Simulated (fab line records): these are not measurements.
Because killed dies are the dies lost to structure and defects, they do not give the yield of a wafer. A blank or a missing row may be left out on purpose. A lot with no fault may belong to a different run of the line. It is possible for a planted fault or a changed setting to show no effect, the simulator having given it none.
fab line records	flow n5_finfet
[record] lots = 10	wafers = 29	last_day = 19
route steps=1938 shown BEOL_M0_SAQP@650 BEOL_M4@1111
lots untouched by any fault: they come from a run of this same line in which no faults occurred
start_h: the number of hours between the record's first day and the start of the first shown wafer of the lot	wait_h: hours from the lot's prior step to this one	" same as the row above	L1.1+2: one row covering several wafers at once	- value missing, or start not given	* or withheld: withheld	< > ~ a bound
route shown NAME@n: a module of which the file shows steps, and the number in the route of the first	usual: the fault-free wafers' mean and standard deviation	same: alike in all rows	chamber/n: place in a boat	sites: each site's reading	_std_site: how widely they spread, as a standard deviation	_edge_site: outer sites' mean less inner sites'	radius_mm: how far each site lies from the wafer's centre	mask NAME#n: copy n	behind: tool/chamber where the wafer was last shaped	hold: reason for holding the lot/hours on hold/outcome of the hold	device: whichever transistor did not switch (one of n, p or np)	end of line: the route-end tests of the same wafers	a step given without rows: its recipe and nothing more	killed: not the wafer's yield, but the dies lost to structure and defects at the first sort	map: a wafer's dies, x killed, . not, _ none there
set.NAME: the setting that was run; set.NAME@STEP: the one run at that earlier step	model.NAME: the simulator's own value behind a step, which no gauge read
a sample of lots followed through the steps of the route, with each step as a table and each wafer as a row
services: when a tool's chamber went out of use (start_h, in hours from the record's first day, below 0 if earlier), for how many hours, and the reason
[[steps]]
[step N5_BEOL_M0_SAQP_OVL_MEAS_15]
[recipe] points_per_wafer = 44
[usual] M0_CORE_OVL = 0.2/0.73
lot.wafer	tool	chamber	start_h	wait_h	M0_CORE_OVL[nm]
L619.1	overlay-01	0	124.23	0.0	1.4
L619.5	"	0	"	"	0.7
L623.1	overlay-01	0	149.89	0.0	-1.3
L623.3	"	0	"	"	-0.8
L623.6	"	0	"	"	0.6
L626.1	overlay-01	0	169.42	0.0	-0.7
L626.5	"	0	"	"	-0.8
L626.6	"	0	"	"	-0.9
L628.1	overlay-01	0	179.58	0.0	0.6
L628.2	"	0	"	"	0.7
L628.4	"	0	"	"	0.9
L632.4	overlay-01	0	204.77	0.0	0.4
L632.5	"	0	"	"	0.2
L632.6	"	0	"	"	-0.2
L634.4	overlay-02	0	214.40	0.0	0.2
L634.5	"	0	"	"	-0.3
L634.6	"	0	"	"	-0.3
L635.2	overlay-01	0	220.72	0.0	1.1
L635.3	"	0	"	"	-0.3
L635.5	"	0	"	"	0.7
L636.1	overlay-01	0	227.46	0.0	-0.5
L636.2	"	0	"	"	-0.6
L636.3	"	0	"	"	-0.7
L638.1	overlay-01	0	244.20	0.0	0.3
L638.5	"	0	"	"	0.1
L638.6	"	0	"	"	-0.8
L639.1	overlay-02	0	249.92	0.0	0.1
L639.3	"	0	"	"	0.0
L639.5	"	0	"	"	-1.1
[step N5_BEOL_M0_SAQP_SPACER1_ALD_98]
[recipe] material = SiO2	target_thk_a = 128	temp_c = 300	ald_precursor_family = BDEAS	ald_co_reactant = O2-plasma	pulse_time_s = 1	purge_time_s = 2	co_reactant_purge_time_s = 2	ald_cycles = 138	pressure_torr = 2
[usual] heater_power_w = 486/64	precursor_pulse_height_rel = 1.000/0.018
[same] co_reactant_purge_time_s = 2
lot.wafer	tool	chamber	start_h	wait_h	heater_power_w	precursor_pulse_height_rel
L619.1	ald_sin-02	1	125.77	0.8	414	0.997
L619.5	"	2	"	"	631	0.993
L623.1	ald_sin-03	2	150.83	0.3	490	0.993
L623.3	"	0	"	"	511	0.990
L623.6	"	3	"	"	465	0.995
L626.1	ald_sin-02	2	170.46	0.3	627	0.990
L626.5	"	2	"	"	640	0.998
L626.6	"	3	"	"	427	1.029
L628.1	ald_sin-02	2	180.68	0.3	651	1.010
L628.2	"	3	"	"	422	1.002
L628.4	"	1	"	"	427	0.984
L632.4	ald_sin-01	0	206.08	0.3	439	1.004
L632.5	"	0	"	"	449	0.996
L632.6	"	3	"	"	471	1.011
L634.4	ald_sin-01	0	215.47	0.3	443	0.998
L634.5	"	3	"	"	469	0.968
L634.6	"	2	"	"	471	0.977
L635.2	ald_sin-03	1	221.88	0.3	421	1.004
L635.3	"	3	"	"	461	1.021
L635.5	"	2	"	"	495	0.999
L636.1	ald_sin-02	3	228.41	0.3	425	1.013
L636.2	"	2	"	"	637	1.002
L636.3	"	0	"	"	486	1.011
L638.1	ald_sin-03	1	245.14	0.3	426	0.999
L638.5	"	2	"	"	496	0.962
L638.6	"	1	"	"	432	0.993
L639.1	ald_sin-03	0	251.48	0.3	525	1.028
L639.3	"	1	"	"	432	1.002
L639.5	"	0	"	"	531	1.027
[step N5_BEOL_M0_SAQP_MANDREL1_REMOVE_100]
[recipe] chemistry = HBr/Cl2/O2	bt_time_s = 10	target = a-Si	stop_on = SiNx	endpoint = OES-SiCl	over_etch_frac = 0.85	icp_w = 600	bias_w = 30	HBr_flow_sccm = 150	Cl2_flow_sccm = 80	O2_flow_sccm = 5	pressure_mtorr = 10
[usual] HBr_flow_sccm = 150.0/0.44	drypump_motor_current_A = 5.9/0.36	oes_product_au = 0.999/0.015	throttle_valve_pct = 36.73/0.19
[same] over_etch_frac = 0.85
lot.wafer	tool	chamber	start_h	wait_h	HBr_flow_sccm	drypump_motor_current_A	oes_product_au	rf_hours_counter_h	throttle_valve_pct
L619.1	rie_si-02	2	126.33	0.1	150.2	4.9	0.989	31	36.62
L619.5	"	3	"	"	150.1	5.8	0.970	-	36.73
L623.1	rie_si-06	2	151.40	0.1	150.3	5.2	1.015	86	36.79
L623.3	"	3	"	"	149.5	6.2	1.007	61	36.27
L623.6	"	3	"	"	149.8	6.2	1.017	-	36.28
L626.1	rie_si-02	1	171.02	0.1	149.5	6.4	1.019	58	37.14
L626.5	"	1	"	"	149.6	6.4	1.018	-	37.15
L626.6	"	0	"	"	149.6	5.8	1.015	-	36.77
L628.1	rie_si-01	1	181.25	0.1	149.7	5.8	1.003	87	36.74
L628.2	"	0	"	"	149.7	5.8	0.993	95	36.66
L628.4	"	3	"	"	150.8	6.3	0.991	35	36.75
L632.4	rie_si-01	1	206.64	0.1	149.9	5.8	1.000	87	36.76
L632.5	"	2	"	"	150.3	6.2	0.979	-	36.91
L632.6	"	1	"	"	150.5	5.9	1.014	-	36.75
L634.4	rie_si-02	2	216.04	0.0	149.6	4.9	0.983	32	36.65
L634.5	"	0	"	"	149.7	5.7	1.003	-	36.76
L634.6	"	1	"	"	150.0	6.4	1.004	-	37.16
L635.2	rie_si-01	0	222.45	0.1	149.6	5.8	1.002	95	36.65
L635.3	"	1	"	"	149.9	5.8	1.006	88	36.74
L635.5	"	2	"	"	149.4	6.2	0.988	-	36.93
L636.1	rie_si-02	2	228.97	0.1	149.9	4.9	0.972	33	36.64
L636.2	"	1	"	"	149.8	6.4	0.997	59	37.15
L636.3	"	3	"	"	149.4	5.8	0.974	128	36.70
L638.1	rie_si-01	0	245.97	0.1	150.1	5.8	1.006	96	36.67
L638.5	"	1	"	"	150.3	5.8	1.012	-	36.75
L638.6	"	0	"	"	150.0	5.8	0.996	-	36.65
L639.1	rie_si-06	3	252.09	0.1	149.5	6.2	1.014	62	36.27
L639.3	"	2	"	"	150.2	5.2	1.019	88	36.78
L639.5	"	1	"	"	150.7	5.4	1.003	-	36.78
[step N5_BEOL_M0_SAQP_ETCH_101]
[recipe] chemistry = CH3F/O2	target = SiNx	mask_material = SiO2	target_depth_a = 299	time_s = 42.7	pressure_mtorr = 30	source_w = 395	bias_w = 73	Ar_flow_sccm = 150	CH3F_flow_sccm = 30	O2_flow_sccm = 20	ion_energy_ev = 120
[usual] CH3F_flow_sccm = 30.01/0.09	drypump_motor_current_A = 5.6/0.43	mfc_ar_sccm = 149.9/0.48	oes_product_au = 0.77/0.073	rf_vpp_V = 298/5.3	showerhead_plenum_p_Torr = 2.01/0.057	throttle_valve_pct = 16.40/0.21
lot.wafer	tool	chamber	start_h	wait_h	CH3F_flow_sccm	drypump_motor_current_A	mfc_ar_sccm	oes_product_au	rf_hours_counter_h	rf_vpp_V	showerhead_plenum_p_Torr	throttle_valve_pct
L619.1	rie_diel-06	1	126.48	0.0	30.01	6.6	150.2	0.69	212	304	1.96	16.38
L619.5	"	3	"	"	29.83	5.6	149.5	0.73	-	296	2.07	16.48
L623.1	rie_diel-02	2	151.55	0.0	30.09	6.1	150.2	0.77	148	297	1.99	16.29
L623.3	"	0	"	"	30.10	5.1	149.5	0.71	186	301	2.09	16.76
L623.6	"	2	"	"	30.14	6.0	149.6	0.77	-	297	1.99	16.27
L626.1	rie_diel-05	1	171.17	0.0	29.93	5.6	149.9	0.72	209	299	2.05	16.31
L626.5	"	2	"	"	30.02	6.2	149.5	0.84	-	308	2.03	16.04
L626.6	"	1	"	"	29.98	5.7	150.4	0.72	-	300	2.05	16.31
L628.1	rie_diel-06	2	181.40	0.0	30.14	5.6	149.7	0.75	176	296	2.09	16.45
L628.2	"	1	"	"	29.82	6.6	150.9	0.68	226	300	1.96	16.39
L628.4	"	0	"	"	29.93	5.2	149.9	0.80	109	305	1.95	16.61
L632.4	rie_diel-06	3	206.79	0.0	29.97	5.7	150.0	0.72	189	296	2.07	16.52
L632.5	"	3	"	"	30.11	5.6	150.0	0.72	-	297	2.07	16.50
L632.6	"	2	"	"	30.07	5.6	150.2	0.75	-	297	2.09	16.46
L634.4	rie_diel-06	3	216.37	0.2	29.96	5.7	149.3	0.58	191	294	2.07	16.50
L634.5	"	2	"	"	29.95	5.6	151.0	0.60	-	296	2.09	16.46
L634.6	"	3	"	"	29.92	5.7	150.2	0.59	-	295	2.07	16.49
L635.2	rie_diel-06	1	222.60	0.0	30.02	6.5	148.8	0.55	236	302	1.96	16.41
L635.3	"	3	"	"	30.07	5.7	150.6	0.58	193	296	2.06	16.51
L635.5	"	3	"	"	29.98	5.6	150.9	0.59	-	295	2.07	16.52
L636.1	rie_diel-06	2	229.12	0.0	30.00	5.7	150.1	0.60	187	297	2.09	16.47
L636.2	"	1	"	"	30.09	6.5	150.2	0.55	238	301	1.96	16.40
L636.3	"	0	"	"	29.91	5.1	149.7	0.65	122	306	1.94	16.61
L638.1	rie_diel-05	1	246.12	0.0	30.02	5.6	149.2	0.70	228	297	2.05	16.34
L638.5	"	0	"	"	30.02	5.2	149.1	0.81	-	289	1.95	16.14
L638.6	"	3	"	"	30.06	5.1	150.1	0.97	-	298	1.98	16.31
L639.1	rie_diel-02	2	252.24	0.0	30.16	6.0	150.2	0.75	180	297	1.98	16.35
L639.3	"	0	"	"	29.99	5.1	150.2	0.70	205	302	2.08	16.81
L639.5	"	2	"	"	30.08	6.0	149.8	0.74	-	297	1.98	16.34
[step N5_BEOL_M0_SAQP_ETCH_102]
[recipe] chemistry = CF4	target = SiO2	target_depth_a = 40	ion_energy_ev = 350	time_s = 4.4	pressure_mtorr = 10	icp_w = 800	bias_w = 400	cf4_flow_sccm = 80
[usual] drypump_motor_current_A = 5.8/0.45	oes_product_au = 0.994/0.019	throttle_valve_pct = 21.78/0.15
lot.wafer	tool	chamber	start_h	wait_h	drypump_motor_current_A	oes_product_au	rf_hours_counter_h	throttle_valve_pct
L619.1	rie_si-01	1	126.59	0.1	5.8	1.031	86	21.89
L619.5	"	3	"	"	6.2	1.004	-	21.68
L623.1	rie_si-02	3	151.65	0.1	5.8	0.987	127	21.74
L623.3	"	2	"	"	4.9	0.978	31	21.86
L623.6	"	0	"	"	5.7	0.997	-	21.67
L626.1	rie_si-01	3	171.28	0.1	6.3	0.992	35	21.71
L626.5	"	3	"	"	6.3	0.997	-	21.71
L626.6	"	0	"	"	5.8	0.963	-	21.57
L628.1	rie_si-02	0	181.50	0.1	5.7	0.999	46	21.69
L628.2	"	3	"	"	5.8	0.977	127	21.74
L628.4	"	1	"	"	6.4	1.016	58	21.87
L632.4	rie_si-02	2	206.90	0.1	4.9	0.977	32	21.86
L632.5	"	2	"	"	4.9	0.982	-	21.85
L632.6	"	3	"	"	5.8	0.989	-	21.74
L634.4	rie_si-06	3	216.47	0.1	6.1	0.369	62	21.41
L634.5	"	2	"	"	5.2	0.383	-	21.32
L634.6	"	3	"	"	6.2	0.370	-	21.42
L635.2	rie_si-02	3	222.71	0.1	5.8	0.366	128	21.55
L635.3	"	0	"	"	5.8	0.378	47	21.49
L635.5	"	2	"	"	4.9	0.368	-	21.65
L636.1	rie_si-01	2	229.23	0.1	6.2	0.370	145	21.94
L636.2	"	3	"	"	6.3	0.373	36	21.48
L636.3	"	1	"	"	5.8	0.384	88	21.65
L638.1	rie_si-06	1	246.23	0.1	5.4	1.013	2	22.00
L638.5	"	0	"	"	5.8	1.017	-	21.68
L638.6	"	3	"	"	6.2	1.013	-	21.61
L639.1	rie_si-02	3	252.34	0.1	5.8	0.985	129	21.74
L639.3	"	1	"	"	6.4	1.030	60	21.87
L639.5	"	3	"	"	5.8	0.986	-	21.74
[step N5_BEOL_M4_RC_MEAS_101]
[usual] DIBL_N = 36.5/1.9	DIBL_P = 36.4/2.2	IOFF_N = 0.17/0.034	IOFF_P = 0.21/0.036	ION_N = 678/12	ION_P = 462/7.1	SS_N = 71.7/0.61	SS_P = 73.4/0.71	VT_N = 249/3.5	VT_P = -251/3
lot.wafer	tool	chamber	start_h	wait_h	DIBL_N[mV/V]	DIBL_P[mV/V]	IOFF_N[nA/um]	IOFF_P[nA/um]	ION_N[uA/um]	ION_P[uA/um]	SS_N[mV/dec]	SS_P[mV/dec]	VT_N[mV]	VT_P[mV]
L619.1	prober-01	0	208.65	0.0	32.0	31.3	0.11	0.16	660	462	70.6	72.4	256	-253
L619.5	"	0	"	"	36.2	37.0	0.19	0.25	694	475	71.7	73.5	246	-248
L623.1	prober-02	0	238.07	0.0	34.9	34.9	0.15	0.20	681	470	71.3	73.2	247	-250
L623.3	"	0	"	"	35.3	33.9	0.15	0.19	666	458	71.8	72.7	249	-248
L623.6	"	0	"	"	34.3	33.7	0.14	0.19	667	469	71.0	72.7	250	-253
L626.1	prober-02	0	254.45	0.0	34.8	36.8	0.14	0.22	680	472	71.0	72.4	249	-247
L626.5	"	0	"	"	35.9	37.5	0.16	0.22	672	464	72.0	72.7	249	-249
L626.6	"	0	"	"	38.4	41.5	0.22	0.30	706	483	72.2	73.6	243	-243
L628.1	prober-01	0	276.51	0.0	38.7	36.9	0.17	0.20	686	460	71.9	73.5	248	-252
L628.2	"	0	"	"	37.4	35.4	0.15	0.18	657	455	71.2	73.8	254	-254
L628.4	"	0	"	"	39.8	39.0	0.20	0.24	690	466	72.5	74.3	249	-252
L635.2	prober-01	0	298.12	0.2	36.8	38.1	0.18	0.22	676	468	71.6	73.6	248	-252
L635.3	"	0	"	"	35.3	37.1	0.16	0.19	673	456	72.2	72.8	251	-254
L635.5	"	0	"	"	35.3	37.4	0.17	0.20	689	470	72.2	72.9	249	-252
L632.4	prober-02	0	298.76	0.5	36.8	35.1	0.16	0.19	683	464	71.6	73.5	249	-251
L632.5	"	0	"	"	39.3	38.0	0.19	0.25	680	468	72.0	74.0	248	-248
L632.6	"	0	"	"	36.1	33.2	0.14	0.16	671	451	71.9	73.2	252	-255
L634.4	prober-01	0	307.56	0.5	33.3	34.4	0.14	0.16	686	462	72.0	72.5	250	-254
L634.5	"	0	"	"	33.8	34.5	0.12	0.16	662	455	71.7	73.3	254	-253
L634.6	"	0	"	"	35.5	36.3	0.16	0.19	674	456	71.9	73.9	250	-253
L636.1	prober-01	0	318.58	0.0	38.7	38.4	0.20	0.27	687	466	72.4	74.0	247	-246
L636.2	"	0	"	"	36.4	35.0	0.16	0.21	684	465	71.9	73.6	249	-250
L636.3	"	0	"	"	35.9	34.8	0.14	0.20	678	468	71.1	73.4	252	-253
L638.1	prober-01	0	333.86	0.0	33.3	33.5	0.13	0.15	663	460	71.1	72.2	250	-253
L638.5	"	0	"	"	37.5	38.2	0.19	0.21	677	459	72.0	73.9	248	-250
L638.6	"	0	"	"	36.8	36.7	0.18	0.20	680	460	71.3	73.4	244	-252
L639.1	prober-01	0	347.71	0.0	36.4	35.3	0.16	0.21	669	459	71.8	73.7	250	-250
L639.3	"	0	"	"	34.1	32.6	0.13	0.17	673	464	71.4	72.4	253	-253
L639.5	"	0	"	"	34.1	32.6	0.13	0.18	676	466	71.1	73.0	251	-252
[[services]]
tool	chamber	start_h	hours	kind
ald_sin-01	2	105.64	5.0	repair
rie_diel-02	0	110.40	10.7	repair
rie_diel-02	-	134.86	0.7	repair
ald_sin-01	0	135.09	3.7	repair
ald_sin-03	1	147.19	7.9	repair
rie_diel-02	3	147.66	-	clean
rie_diel-02	3	147.66	-	consumable_replace:focus_ring
rie_diel-02	3	147.66	33.6	scheduled_down
rie_diel-02	3	147.66	33.6	vent_cycle
rie_si-01	1	167.47	8.7	repair
ald_sin-02	1	169.32	4.6	repair
rie_si-02	1	185.99	5.2	repair
rie_si-06	-	197.51	14.6	pm
ald_sin-02	3	205.56	-	calibration
rie_diel-02	3	205.74	6.4	repair
rie_diel-02	0	207.35	34.2	repair
ald_sin-03	3	222.60	5.0	repair
rie_diel-05	3	225.33	-	clean
rie_diel-05	3	225.33	-	consumable_replace:focus_ring
rie_diel-05	3	225.33	13.3	scheduled_down
rie_diel-05	3	225.33	13.3	vent_cycle
rie_si-02	-	229.38	2.8	pm
rie_si-02	3	234.04	5.1	repair
[[key]]
[first_sign] step = N5_BEOL_M0_SAQP_ETCH_101	reading = oes_product_au	direction = down	sigmas = 2.4	usual = 0.77	struck = 0.59
[effect] step = N5_BEOL_M0_SAQP_ETCH_102	reading = oes_product_au	direction = down	sigmas = 32	usual = 0.994	struck = 0.373
met_at N5_BEOL_M0_SAQP_ETCH_101
struck_lots L634,L635,L636
rows_end L635.2,L635.3,L635.5,L636.1,L636.2,L636.3
not_acting_at N5_BEOL_M0_SAQP_OVL_MEAS_15,N5_BEOL_M0_SAQP_SPACER1_ALD_98,N5_BEOL_M0_SAQP_MANDREL1_REMOVE_100
onset_between 206.79 216.37
[fault] kind = process_parameter_drift	tool = rie_diel-06	chamber = -	onset_h = 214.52	steps = N5_BEOL_M0_SAQP_ETCH_101	channel = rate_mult	offset = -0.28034	shape = step
// rows_end: these wafers met a further fault down the route, and their rows from its step on are left out
